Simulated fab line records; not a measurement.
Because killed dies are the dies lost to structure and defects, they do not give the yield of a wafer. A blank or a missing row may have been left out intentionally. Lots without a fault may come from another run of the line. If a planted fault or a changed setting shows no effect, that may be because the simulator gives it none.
Matching of chambers	flow n5Finfet	aldSin-01 running N5_STI_FIN_REVEAL_ALD_14: 4 sister chambers
The step deposits Si3N4, target thk 3 nm. 8 wafers are shown with their chamber, then 7 later ones without.

== WAFERS, EACH WITH ITS CHAMBER ==
wafer	chamber	heaterPowerW (W)
L081.3	2	914
L081.4	3	1013
L081.6	1	836
L082.1	2	908
L082.2	3	1003
L082.3	0	890
L082.4	1	826
L082.5	0	862

== WAFERS MISSING THEIR CHAMBER ==
wafer	heaterPowerW (W)
L082.6	999
L089.1	1004
L089.2	814
L089.3	839
L091.2	791
L091.3	865
L091.5	836

== THE CHAMBER EACH PASSED THROUGH ==
wafer	from the rows above	in truth
L082.6	3	3
L089.1	3	3
L089.2	1	1
L089.3	1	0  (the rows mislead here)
L091.2	1	1
L091.3	0	0
L091.5	1	1
6 of 7 placed correctly. Number that these rows cannot place: 0. 1 placed wrongly.
How it was worked out, from the rows above alone: a wafer's distance from a chamber is the root of the sum, over the readings, of the square of ((its reading less the chamber's mean) divided by the reading's scatter). The wafer belongs to the nearest chamber; if the next one is less than 2 further off, it can't be placed. A chamber's mean is the mean of its shown wafers. How the scatter is found: for the shown wafers, subtract from each reading the mean of its chamber, square and add these, divide the total by (wafers less chambers), then take the root.
